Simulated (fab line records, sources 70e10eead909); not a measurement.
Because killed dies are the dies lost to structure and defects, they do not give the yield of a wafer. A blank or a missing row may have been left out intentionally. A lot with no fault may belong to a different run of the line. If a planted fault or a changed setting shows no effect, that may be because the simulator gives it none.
fab line records ; flow nand_harc ; part 1 of 2: steps 1 to 21 of 35
[record] lots = 5; wafers = 15; last_day = 33
route steps=1302 shown A_M1@1181 A_BONDPAD@1202
lots with no fault: from the same line, run without faults
start_h: hours from the record's opening day to when the first of the lot's shown wafers began ; wait_h: time in hours since the lot's previous step ; " as in the row above ; L1.1+2: several wafers, shown together as one row ; - value missing, or start not given ; * or withheld: withheld ; < > ~ a bound
route shown NAME@n: NAME is a module with steps in the file, n the number in the route of the first one ; usual: average and standard deviation across the fault-free wafers ; same: alike in all rows ; chamber/n: place in a boat ; sites: the reading at each site ; _std_site: standard deviation across them ; _edge_site: mean of outer sites minus mean of inner sites ; radius_mm: for every site, how far away it sits from the centre of the wafer ; mask NAME#n: copy n ; behind: the last tool/chamber to shape the wafer ; hold: cause of the lot's hold/its duration in hours/its outcome ; device: names the non-switching transistor (n, p or np) ; end of line: the same wafers' tests at the end of the route ; for a step that has no rows: nothing shown but its recipe ; killed: dies lost to structure and defects at the first sort, not the wafer's yield ; map: dies across one wafer; x = killed, . = not, _ = none there
set.NAME: the setting the step ran with; set.NAME@STEP: the setting that earlier step ran with ; model.NAME: the simulator's own value behind a step, which no gauge read
a table for each step, a row for each wafer; lots at some steps of the route
services: the hour from which a tool's chamber was out of use, counted from the record's first day as start_h (under 0 if before that day), plus the number of hours and why
[[steps]]
[step NHARC_A_M1_INSPECT_11]
[usual] raw_defect_count = 84/39
lot.wafer;tool;chamber;start_h;wait_h;raw_defect_count
L074.2;defect_inspect-02;-;534.74;0.0;23
L074.3;defect_inspect-02;-;534.74;0.0;30
L074.4;defect_inspect-02;-;534.74;0.0;17
L075.1;defect_inspect-01;-;547.47;0.0;75
L075.3;defect_inspect-01;-;547.47;0.0;63
L075.6;defect_inspect-01;-;547.47;0.0;69
L081.1;defect_inspect-01;-;605.57;0.0;126
L081.2;defect_inspect-01;-;605.57;0.0;129
L081.4;defect_inspect-01;-;605.57;0.0;130
L083.1;defect_inspect-01;-;623.06;0.0;123
L083.4;defect_inspect-01;-;623.06;0.0;128
L083.5;defect_inspect-01;-;623.06;0.0;130
L097.1;defect_inspect-01;-;755.01;0.0;45
L097.4;defect_inspect-01;-;755.01;0.0;43
L097.5;defect_inspect-01;-;755.01;0.0;52
[step NHARC_A_M1_DESCUM_14]
[recipe] time_s = 3; o2_flow_sccm = 200; ar_flow_sccm = 0; bias_power_w = 0; chemistry = O2
[usual] drypump_motor_current_A = 5.5/0.45; oes_product_au = 1.002/0.011; rf_vpp_V = 57.7/0.91; showerhead_plenum_p_Torr = 1.90/0.091; throttle_valve_pct = 11.311/0.0091
[same] time_s = 3
lot.wafer;tool;chamber;start_h;wait_h;drypump_motor_current_A;oes_product_au;rf_hours_counter_h;rf_vpp_V;showerhead_plenum_p_Torr;throttle_valve_pct
L074.2;rie_diel-02;1;534.80;0.1;5.8;1.011;6.7;58.2;1.95;11.295
L074.4;rie_diel-02;2;534.80;0.1;5.4;0.993;7.2;58.6;1.81;11.316
L074.3;rie_diel-02;3;534.80;0.1;4.8;0.994;6.1;57.3;1.86;11.315
L075.1;rie_diel-03;0;547.53;0.1;5.6;0.982;2.3;56.6;1.84;11.302
L075.3;rie_diel-03;1;547.53;0.1;5.6;1.006;2.3;55.5;1.81;11.320
L075.6;rie_diel-03;1;547.53;0.1;5.7;1.002;-;57.1;1.81;11.310
L081.1;rie_diel-12;3;605.63;0.1;4.6;1.022;10.5;57.0;1.84;11.305
L081.2;rie_diel-12;1;605.63;0.1;5.6;0.996;9.2;57.9;1.97;11.324
L081.4;rie_diel-12;2;605.63;0.1;5.7;0.996;9.4;58.4;2.04;11.308
L083.1;rie_diel-02;3;623.14;0.1;4.8;0.992;2.7;58.0;1.86;11.308
L083.4;rie_diel-02;3;623.14;0.1;4.8;0.992;-;57.5;1.86;11.304
L083.5;rie_diel-02;3;623.14;0.1;4.8;0.997;-;56.7;1.86;11.316
L097.1;rie_diel-03;3;755.07;0.1;6.1;0.989;3.4;58.9;2.01;11.316
L097.5;rie_diel-03;3;755.07;0.1;6.1;1.003;-;58.3;2.01;11.310
L097.4;rie_diel-03;2;755.07;0.1;6.1;1.009;-;57.8;1.98;11.312
[step NHARC_A_M1_ETCH_35]
[recipe] target_depth_a = 400; overetch_a = 120; time_s = 43.94; ion_energy_ev = 200; n2_flow_sccm = 150; h2_flow_sccm = 150; ar_flow_sccm = 0; rf_w = 400; bias_w = 150; chemistry = N2/H2
[usual] bias_w = 150.0/0.46; drypump_motor_current_A = 5.5/0.46; oes_product_au = 1.001/0.0094; rf_vpp_V = 430.3/2.7; showerhead_plenum_p_Torr = 2.03/0.1; throttle_valve_pct = 14.171/0.0083
[same] time_s = 43.94
lot.wafer;tool;chamber;start_h;wait_h;bias_w;drypump_motor_current_A;oes_product_au;rf_hours_counter_h;rf_vpp_V;showerhead_plenum_p_Torr;throttle_valve_pct
L074.3;rie_diel-02;1;534.89;0.1;149.2;5.8;0.998;6.7;429.3;2.08;14.182
L074.4;rie_diel-02;2;534.89;0.1;150.0;5.4;0.995;7.2;427.6;1.93;14.172
L074.2;rie_diel-02;3;534.89;0.1;150.5;4.8;0.984;6.1;428.1;1.98;14.170
L075.1;rie_diel-03;2;547.62;0.1;149.6;6.1;0.993;2.5;432.2;2.12;14.162
L075.3;rie_diel-03;0;547.62;0.1;150.0;5.5;0.996;2.3;429.1;1.96;14.161
L075.6;rie_diel-03;3;547.62;0.1;150.0;6.0;0.986;-;432.9;2.15;14.178
L081.2;rie_diel-12;1;605.72;0.1;150.5;5.6;0.985;9.2;431.8;2.11;14.170
L081.1;rie_diel-12;2;605.72;0.1;150.1;5.7;0.976;9.4;434.0;2.18;14.165
L081.4;rie_diel-12;3;605.72;0.1;150.3;4.7;1.017;10.6;428.4;1.96;14.174
L083.1;rie_diel-02;0;623.27;0.1;149.4;5.3;1.005;3.1;429.0;1.90;14.178
L083.4;rie_diel-02;0;623.27;0.1;150.1;5.3;1.004;-;427.9;1.90;14.150
L083.5;rie_diel-02;0;623.27;0.1;150.0;5.4;1.003;-;427.0;1.90;14.180
L097.1;rie_diel-03;1;755.17;0.1;150.6;5.7;1.014;2.3;428.4;1.93;14.180
L097.4;rie_diel-03;1;755.17;0.1;150.1;5.7;0.999;-;428.0;1.93;14.164
L097.5;rie_diel-03;2;755.17;0.1;150.1;6.1;1.001;-;433.7;2.12;14.166
[step NHARC_A_M1_ETCH_15]
[recipe] target_depth_a = 1825; time_s = 91.2; c4f8_flow_sccm = withheld; ar_flow_sccm = 400; rf_w = 600; bias_w = 300; chemistry = C4F8/Ar
[usual] bias_w = 300.0/0.82; oes_product_au = 0.953/0.021; rf_vpp_V = 440.6/2.8
[same] time_s = 91.2
lot.wafer;tool;chamber;start_h;wait_h;bias_w;oes_product_au;rf_hours_counter_h;rf_vpp_V
L074.4;rie_diel-02;3;-;-;300.3;0.972;6.1;439.5
L074.2;rie_diel-02;0;-;-;300.7;0.980;6.6;437.0
L074.3;rie_diel-02;1;-;-;300.1;0.973;6.8;442.8
L075.3;rie_diel-03;2;-;-;299.8;0.938;2.5;443.5
L075.1;rie_diel-03;0;-;-;300.9;0.927;2.3;437.5
L075.6;rie_diel-03;1;-;-;300.5;0.953;-;438.3
L081.4;rie_diel-12;3;-;-;298.6;0.939;10.6;439.8
L081.2;rie_diel-12;0;-;-;299.4;0.920;10.2;445.1
L081.1;rie_diel-12;2;-;-;300.5;0.919;9.4;445.4
L083.1;rie_diel-02;0;623.38;0.1;300.1;0.950;3.1;438.2
L083.4;rie_diel-02;3;623.38;0.1;299.7;0.949;-;438.0
L083.5;rie_diel-02;3;623.38;0.1;300.2;0.945;-;440.0
L097.1;rie_diel-03;3;-;-;298.8;0.930;3.4;443.1
L097.5;rie_diel-03;1;-;-;299.0;0.963;-;436.6
L097.4;rie_diel-03;2;-;-;300.2;0.923;-;444.2
[step NHARC_A_M1_CD_MEAS_16]
[usual] cd_nm = 120.0/0.77
lot.wafer;tool;chamber;start_h;wait_h;cd_nm
L074.2;cd_sem-02;-;535.11;-;120.0
L074.3;cd_sem-02;-;535.11;-;119.4
L074.4;cd_sem-02;-;535.11;-;120.7
L075.1;cd_sem-03;-;547.84;-;118.2
L075.3;cd_sem-03;-;547.84;-;119.3
L075.6;cd_sem-03;-;547.84;-;120.1
L081.1;cd_sem-02;-;605.93;-;119.2
L081.2;cd_sem-02;-;605.93;-;120.1
L081.4;cd_sem-02;-;605.93;-;120.9
L083.1;cd_sem-01;-;623.56;0.2;120.6
L083.4;cd_sem-01;-;623.56;0.2;120.6
L083.5;cd_sem-01;-;623.56;0.2;120.5
L097.1;cd_sem-01;-;755.42;-;119.0
L097.4;cd_sem-01;-;755.42;-;119.4
L097.5;cd_sem-01;-;755.42;-;119.4
[step NHARC_A_M1_STRIP_18]
[recipe] power_w = 1000; n2_flow_sccm = 150; h2_flow_sccm = 150; ar_flow_sccm = 0; bias_w = 0; chemistry = N2/H2
[usual] drypump_motor_current_A = 5.4/0.46; oes_product_au = 0.999/0.01; rf_vpp_V = 90.6/1; showerhead_plenum_p_Torr = 2.04/0.1; throttle_valve_pct = 14.171/0.0092
[same] bias_w = 0
lot.wafer;tool;chamber;start_h;wait_h;drypump_motor_current_A;oes_product_au;rf_hours_counter_h;rf_vpp_V;showerhead_plenum_p_Torr;throttle_valve_pct
L074.2;rie_diel-12;1;535.21;0.1;5.6;0.995;4.9;90.9;2.11;14.173
L074.3;rie_diel-12;2;535.21;0.1;5.7;0.976;4.9;90.3;2.18;14.155
L074.4;rie_diel-12;3;535.21;0.1;4.6;1.011;5.0;90.4;1.96;14.174
L075.3;rie_diel-03;3;547.96;0.1;6.1;1.002;2.5;92.2;2.15;14.175
L075.1;rie_diel-03;0;547.96;0.1;5.6;0.980;2.3;91.4;1.96;14.165
L075.6;rie_diel-03;1;547.96;0.1;5.6;1.001;-;89.5;1.93;14.170
L081.1;rie_diel-03;0;606.01;0.1;5.6;0.975;3.9;89.0;1.96;14.165
L081.2;rie_diel-03;1;606.01;0.1;5.7;1.018;4.0;91.3;1.93;14.176
L081.4;rie_diel-03;2;606.01;0.1;6.1;1.008;3.7;90.7;2.12;14.164
L083.1;rie_diel-02;0;623.64;0.1;5.3;0.999;3.2;89.9;1.90;14.166
L083.4;rie_diel-02;3;623.64;0.1;4.8;0.991;-;88.9;1.98;14.177
L083.5;rie_diel-02;0;623.64;0.1;5.3;0.995;-;90.1;1.90;14.155
L097.4;rie_diel-12;3;755.52;0.1;4.7;1.027;4.5;88.7;1.96;14.163
L097.1;rie_diel-12;1;755.52;0.1;5.6;0.993;5.8;90.9;2.10;14.181
L097.5;rie_diel-12;3;755.52;0.1;4.6;1.025;-;89.5;1.96;14.176
[step NHARC_A_M1_ETCH_28]
[recipe] target_depth_a = 300; over_etch_frac = 0.3; time_s = 72.99; ion_energy_ev = 150; cf4_flow_sccm = 50; n2_flow_sccm = 100; ar_flow_sccm = 150; rf_w = 300; bias_w = 100; chemistry = CF4/N2
[usual] bias_w = 100.0/0.3; drypump_motor_current_A = 5.5/0.46; oes_product_au = 1.000/0.011; rf_vpp_V = 314.2/2.1; showerhead_plenum_p_Torr = 2.63/0.12; throttle_valve_pct = 19.794/0.01
[same] time_s = 72.99
lot.wafer;tool;chamber;start_h;wait_h;bias_w;drypump_motor_current_A;oes_product_au;rf_hours_counter_h;rf_vpp_V;showerhead_plenum_p_Torr;throttle_valve_pct
L074.3;rie_diel-12;0;-;-;100.3;5.0;0.991;5.0;316.1;2.80;19.809
L074.2;rie_diel-12;1;-;-;100.2;5.6;0.986;4.9;315.4;2.71;19.795
L074.4;rie_diel-12;2;-;-;100.3;5.8;0.993;5.0;316.3;2.79;19.799
L075.3;rie_diel-03;2;-;-;99.7;6.1;0.997;2.6;316.2;2.72;19.791
L075.1;rie_diel-03;0;-;-;100.0;5.5;0.987;2.4;311.5;2.53;19.809
L075.6;rie_diel-03;3;-;-;99.6;6.0;1.000;-;316.2;2.76;19.788
L081.1;rie_diel-03;2;-;-;100.1;6.1;1.008;3.7;314.6;2.72;19.786
L081.2;rie_diel-03;3;-;-;100.0;6.0;0.996;4.1;315.2;2.76;19.794
L081.4;rie_diel-03;0;-;-;99.9;5.6;0.985;4.0;313.1;2.53;19.788
L083.1;rie_diel-02;3;624.03;0.3;100.2;4.8;0.986;2.9;310.3;2.56;19.805
L083.4;rie_diel-02;0;624.03;0.3;100.3;5.3;1.007;-;311.9;2.46;19.790
L083.5;rie_diel-02;3;624.03;0.3;99.8;4.8;0.993;-;311.9;2.56;19.787
L097.4;rie_diel-12;2;-;-;100.2;5.8;1.001;5.1;316.9;2.79;19.788
L097.1;rie_diel-12;0;-;-;99.5;5.0;0.999;5.3;317.5;2.80;19.776
L097.5;rie_diel-12;1;-;-;99.8;5.6;0.992;-;315.5;2.70;19.778
[step NHARC_A_M1_STRIP_19]
[recipe] time_s = 600; temp_c = 30; chemistry = post_etch_residue_remover
[same] time_s = 600
lot.wafer;tool;chamber;start_h;wait_h
L074.2+4+3;wet_bench-10;5,6,1;535.56;-
L075.6+1+3;wet_bench-10;2,3,6;548.28;-
L081.2+4+1;wet_bench-10;3,6,0;606.38;-
L083.1+5+4;wet_bench-10;2,3,4;624.21;0.2
L097.4+1+5;wet_bench-10;7,0,1;755.87;-
[step NHARC_A_M1_DEGAS_29]
[recipe] temp_c = 250; time_s = 60
[usual] heater_power_w = 345/36
[same] time_s = 60
lot.wafer;tool;chamber;start_h;wait_h;heater_power_w
L074.4;pvd_sputter-01;-;535.82;-;319
L074.2;pvd_sputter-01;-;535.82;-;368
L074.3;pvd_sputter-01;-;535.82;-;317
L075.3;pvd_sputter-02;-;548.55;-;406
L075.1;pvd_sputter-02;-;548.55;-;347
L075.6;pvd_sputter-02;-;548.55;-;350
L081.4;pvd_sputter-03;-;606.65;-;348
L081.1;pvd_sputter-03;-;606.65;-;282
L081.2;pvd_sputter-03;-;606.65;-;291
L083.4;pvd_sputter-02;-;624.48;-;364
L083.1;pvd_sputter-02;-;624.48;-;398
L083.5;pvd_sputter-02;-;624.48;-;394
L097.1;pvd_sputter-01;-;756.13;-;314
L097.4;pvd_sputter-01;-;756.13;-;343
L097.5;pvd_sputter-01;-;756.13;-;310
[step NHARC_A_M1_PRE_CLEAN_30]
[recipe] time_s = 30; temp_c = 280; gas = H2/He
[usual] heater_power_w = 421/44
[same] time_s = 30
lot.wafer;tool;chamber;start_h;wait_h;heater_power_w
L074.4;pvd_sputter-01;-;-;-;384
L074.3;pvd_sputter-01;-;-;-;424
L074.2;pvd_sputter-01;-;-;-;427
L075.3;pvd_sputter-02;-;-;-;449
L075.1;pvd_sputter-02;-;-;-;489
L075.6;pvd_sputter-02;-;-;-;428
L081.2;pvd_sputter-03;-;-;-;431
L081.1;pvd_sputter-03;-;-;-;463
L081.4;pvd_sputter-03;-;-;-;348
L083.1;pvd_sputter-02;-;-;-;432
L083.4;pvd_sputter-02;-;-;-;432
L083.5;pvd_sputter-02;-;-;-;434
L097.1;pvd_sputter-01;-;-;-;373
L097.4;pvd_sputter-01;-;-;-;411
L097.5;pvd_sputter-01;-;-;-;371
[step NHARC_A_M1_PVD_20]
[recipe] target_thk_a = 50; bias_v = 168.6; power_w = 15000; chamber_pressure_pa = 0.12; time_s = 8.06; substrate_temp_c = 50; material = TaN
[usual] cathode_dc_power_W = 15000/2.7; chamber_pressure_pa = 0.12/0.00022; throttle_valve_pct = 29.8/1.1
[same] time_s = 8.06
lot.wafer;tool;chamber;start_h;wait_h;cathode_dc_power_W;chamber_pressure_pa;throttle_valve_pct
L074.4;pvd_sputter-01;-;-;-;15002;0.12016;30.5
L074.3;pvd_sputter-01;-;-;-;15000;0.1201;29.8
L074.2;pvd_sputter-01;-;-;-;15000;0.12025;31.2
L075.1;pvd_sputter-02;-;-;-;15000;0.12048;31.2
L075.3;pvd_sputter-02;-;-;-;15004;0.11979;29.9
L075.6;pvd_sputter-02;-;-;-;15001;0.11997;28.8
L081.1;pvd_sputter-03;-;-;-;14997;0.12033;29.5
L081.2;pvd_sputter-03;-;-;-;14998;0.1203;28.9
L081.4;pvd_sputter-03;-;-;-;15000;0.11971;29.4
L083.1;pvd_sputter-02;-;-;-;14996;0.11969;30.1
L083.4;pvd_sputter-02;-;-;-;15000;0.12002;31.3
L083.5;pvd_sputter-02;-;-;-;14997;0.12006;28.5
L097.1;pvd_sputter-01;-;-;-;15003;0.11995;31.3
L097.4;pvd_sputter-01;-;-;-;15004;0.11981;31.2
L097.5;pvd_sputter-01;-;-;-;15001;0.12021;31.5
[step NHARC_A_M1_PVD_21]
[recipe] target_thk_a = 300; chamber_pressure_pa = 5; power_w = 5000; substrate_temp_c = 30; time_s = 20.49; material = Cu
[usual] cathode_dc_power_W = 4999.8/0.93; chamber_pressure_pa = 4.999/0.011; throttle_valve_pct = 29.8/1.1
[same] time_s = 20.49
lot.wafer;tool;chamber;start_h;wait_h;cathode_dc_power_W;chamber_pressure_pa;throttle_valve_pct
L074.2;pvd_sputter-03;-;536.04;-;5001.2;4.994;29.3
L074.4;pvd_sputter-03;-;536.04;-;4998.5;4.986;29.8
L074.3;pvd_sputter-03;-;536.04;-;4999.2;4.995;29.3
L075.1;pvd_sputter-02;-;-;-;4998.9;4.989;31.2
L075.3;pvd_sputter-02;-;-;-;4999.8;4.999;29.8
L075.6;pvd_sputter-02;-;-;-;4999.2;4.982;29.9
L081.1;pvd_sputter-03;-;-;-;4999.6;4.989;29.3
L081.4;pvd_sputter-03;-;-;-;4998.6;4.997;30.5
L081.2;pvd_sputter-03;-;-;-;5000.6;4.999;29.6
L083.1;pvd_sputter-02;-;-;-;4999.6;4.993;31.1
L083.4;pvd_sputter-02;-;-;-;5000.9;5.005;29.9
L083.5;pvd_sputter-02;-;-;-;5000.3;5.006;28.4
L097.1;pvd_sputter-01;-;-;-;5000.0;5.027;30.5
L097.4;pvd_sputter-01;-;-;-;5001.5;4.999;29.4
L097.5;pvd_sputter-01;-;-;-;5000.7;4.998;29.4
[step NHARC_A_M1_ECD_22]
[recipe] target_thk_a = 4000; bath_temp_c = 25; material = Cu
lot.wafer;tool;chamber;start_h;wait_h
L074.2+4+3;ecd_cu-02;1,0,1;536.24;-
L075.1+3+6;ecd_cu-01;0,1,0;548.95;-
L081.1+2+4;ecd_cu-01;0,1,0;607.01;-
L083.1+4+5;ecd_cu-01;1,1,0;624.86;-
L097.1+4+5;ecd_cu-01;1,1,0;756.54;-
[step NHARC_A_M1_ANNEAL_31]
[recipe] temp_c = 225; time_s = 90
[usual] anneal_temp_c_max = 225.95/0.26; wafer_temp_C_max = 226.4/0.33
[same] time_s = 90
lot.wafer;tool;chamber;start_h;wait_h;anneal_temp_c_max;wafer_temp_C_max
L074.2;rtp_anneal-02;0;536.62;-;226.05;226.3
L074.3;rtp_anneal-02;0;536.62;-;226.19;226.2
L074.4;rtp_anneal-02;0;536.62;-;225.80;226.2
L075.1;rtp_anneal-01;0;549.28;-;225.81;226.0
L075.3;rtp_anneal-01;0;549.28;-;226.30;226.6
L075.6;rtp_anneal-01;0;549.28;-;226.00;226.3
L081.1;rtp_anneal-01;0;607.39;0.3;225.89;226.7
L081.2;rtp_anneal-01;0;607.39;0.3;225.64;226.6
L081.4;rtp_anneal-01;0;607.39;0.3;225.71;226.5
L083.1;rtp_anneal-01;0;625.25;0.3;226.25;226.3
L083.4;rtp_anneal-01;0;625.25;0.3;226.15;226.8
L083.5;rtp_anneal-01;0;625.25;0.3;226.39;226.8
L097.1;rtp_anneal-01;0;756.87;0.3;225.94;226.5
L097.4;rtp_anneal-01;0;756.87;0.3;225.73;226.9
L097.5;rtp_anneal-01;0;756.87;0.3;225.81;226.7
[step NHARC_A_M1_CMP_23]
[recipe] t_overpolish_s = 20; target_thk_nm = 154.34
[usual] edge_zone_pressure_frac = 1.000/0.0049; motor_current_A = 11.6/1.1; time_to_endpoint_s = 29.0/2.7
lot.wafer;tool;chamber;start_h;wait_h;edge_zone_pressure_frac;motor_current_A;time_to_endpoint_s
L074.2;cmp-02;3;536.93;-;0.995;12.0;34.1
L074.4;cmp-02;0;536.93;-;0.999;11.2;33.1
L074.3;cmp-02;1;536.93;-;0.996;10.9;31.3
L075.1;cmp-01;1;549.62;-;1.006;10.9;29.6
L075.3;cmp-01;2;549.62;-;0.997;13.4;23.7
L075.6;cmp-01;1;549.62;-;1.001;10.6;31.9
L081.4;cmp-03;2;607.79;-;1.004;10.9;29.3
L081.2;cmp-03;3;607.79;-;1.002;9.8;32.9
L081.1;cmp-03;0;607.79;-;1.000;14.5;29.0
L083.4;cmp-03;0;625.65;-;0.997;14.3;30.3
L083.1;cmp-03;1;625.65;-;1.013;11.0;31.2
L083.5;cmp-03;3;625.65;-;0.999;11.0;34.3
L097.1;cmp-01;1;757.21;-;1.004;10.8;29.7
L097.4;cmp-01;0;757.21;-;1.006;11.4;28.9
L097.5;cmp-01;2;757.21;-;1.005;13.2;23.0
[step NHARC_A_M1_THK_MEAS_24]
[recipe] thk_meas_gauge = xrf
[usual] thk_nm = 154.3/1.4
lot.wafer;tool;chamber;start_h;wait_h;thk_nm
L074.2;film_metro-02;-;537.22;-;152.5
L074.3;film_metro-02;-;537.22;-;154.5
L074.4;film_metro-02;-;537.22;-;155.3
L075.1;film_metro-02;-;549.94;-;156.4
L075.3;film_metro-02;-;549.94;-;153.8
L075.6;film_metro-02;-;549.94;-;154.3
L081.1;film_metro-01;-;608.08;-;156.7
L081.2;film_metro-01;-;608.08;-;156.0
L081.4;film_metro-01;-;608.08;-;155.1
L083.1;film_metro-02;-;625.91;-;151.3
L083.4;film_metro-02;-;625.91;-;153.4
L083.5;film_metro-02;-;625.91;-;152.3
L097.1;film_metro-02;-;757.53;-;154.7
L097.4;film_metro-02;-;757.53;-;152.2
L097.5;film_metro-02;-;757.53;-;151.9
[step NHARC_A_M1_SRD_25]
lot.wafer;tool;chamber;start_h;wait_h
L074.3+4+2;wet_bench-10;1,3,4;537.27;0.0
L075.3+1+6;wet_bench-10;6,0,1;549.99;0.0
L081.2+1+4;wet_bench-10;3,6,0;608.12;0.0
L083.5+4+1;wet_bench-08;5,7,0;625.95;0.0
L097.1+4+5;wet_bench-10;1,5,6;757.57;0.0
[step NHARC_A_M1_INSPECT_27]
[usual] raw_defect_count = 538/140
lot.wafer;tool;chamber;start_h;wait_h;raw_defect_count
L074.2;defect_inspect-01;-;537.38;0.0;398
L074.3;defect_inspect-01;-;537.38;0.0;464
L074.4;defect_inspect-01;-;537.38;0.0;366
L075.1;defect_inspect-01;-;550.09;0.0;377
L075.3;defect_inspect-01;-;550.09;0.0;452
L075.6;defect_inspect-01;-;550.09;0.0;437
L081.1;defect_inspect-02;-;608.24;0.0;686
L081.2;defect_inspect-02;-;608.24;0.0;739
L081.4;defect_inspect-02;-;608.24;0.0;627
L083.1;defect_inspect-02;-;626.07;0.0;679
L083.4;defect_inspect-02;-;626.07;0.0;509
L083.5;defect_inspect-02;-;626.07;0.0;877
L097.1;defect_inspect-01;-;757.69;0.0;442
L097.4;defect_inspect-01;-;757.69;0.0;453
L097.5;defect_inspect-01;-;757.69;0.0;605
[step NHARC_A_M1_PRE_CLEAN_32]
[recipe] time_s = 12; temp_c = 370; rf_power_w = 300; gas = NH3
[usual] heater_power_outer_w = 377/49; heater_power_w = 658/79
[same] time_s = 12
lot.wafer;tool;chamber;start_h;wait_h;heater_power_outer_w;heater_power_w
L074.3;pecvd-02;2;537.45;0.1;465;794
L074.2;pecvd-02;0;537.45;0.1;320;610
L074.4;pecvd-02;0;537.45;0.1;312;614
L075.1;pecvd-04;0;550.17;0.1;282;499
L075.3;pecvd-04;1;550.17;0.1;371;669
L075.6;pecvd-04;2;550.17;0.1;377;661
L081.2;pecvd-02;1;608.31;0.1;392;713
L081.1;pecvd-02;0;608.31;0.1;411;758
L081.4;pecvd-02;0;608.31;0.1;418;760
L083.1;pecvd-04;1;626.16;0.1;397;642
L083.4;pecvd-04;2;626.16;0.1;346;590
L083.5;pecvd-04;1;626.16;0.1;391;654
L097.1;pecvd-02;1;757.78;0.1;373;685
L097.5;pecvd-02;2;757.78;0.1;391;704
L097.4;pecvd-02;0;757.78;0.1;432;743
[step NHARC_A_M1_DEP_33]
[recipe] target_thk_a = 300; temp_c = 370; target_thk_nm = 30; pressure_torr = 3; flow_sccm = 200; rf_w = 450; material = SiCN
[usual] heater_power_outer_w = 335/43; heater_power_w = 603/66
lot.wafer;tool;chamber;start_h;wait_h;heater_power_outer_w;heater_power_w
L074.3;pecvd-02;2;537.53;0.1;388;692
L074.2;pecvd-02;0;537.53;0.1;322;646
L074.4;pecvd-02;0;537.53;0.1;335;635
L075.1;pecvd-04;0;550.28;0.1;315;515
L075.3;pecvd-04;1;550.28;0.1;339;598
L075.6;pecvd-04;2;550.28;0.1;329;567
L081.2;pecvd-02;1;608.39;0.1;345;661
L081.1;pecvd-02;0;608.39;0.1;284;569
L081.4;pecvd-02;0;608.39;0.1;286;582
L083.1;pecvd-04;1;626.30;0.1;304;543
L083.4;pecvd-04;2;626.30;0.1;355;605
L083.5;pecvd-04;1;626.30;0.1;300;551
L097.1;pecvd-02;1;757.92;0.1;312;595
L097.5;pecvd-02;2;757.92;0.1;320;569
L097.4;pecvd-02;0;757.92;0.1;363;679
[step NHARC_A_BONDPAD_DEP_00]
[recipe] target_thk_a = 2500; temp_c = 370; target_thk_nm = 250; pressure_torr = 3; flow_sccm = 200; rf_w = 450; material = SiCN
[usual] heater_power_outer_w = 356/73; heater_power_w = 601/100
lot.wafer;tool;chamber;start_h;wait_h;heater_power_outer_w;heater_power_w
L074.3;pecvd-04;2;538.07;-;290;521
L074.2;pecvd-04;1;538.07;-;352;616
L074.4;pecvd-04;2;538.07;-;303;535
L075.3;pecvd-02;0;550.84;-;354;686
L075.1;pecvd-02;1;550.84;-;308;581
L075.6;pecvd-02;0;550.84;-;356;670
L081.1;pecvd-04;1;608.94;-;352;616
L081.2;pecvd-04;2;608.94;-;319;568
L081.4;pecvd-04;2;608.94;-;331;587
L083.1;pecvd-02;2;626.85;-;392;695
L083.5;pecvd-02;0;626.85;-;326;646
L083.4;pecvd-02;2;626.85;-;394;688
L097.1;pecvd-03;2;758.48;-;357;586
L097.5;pecvd-03;0;758.48;-;396;650
L097.4;pecvd-03;2;758.48;-;366;596
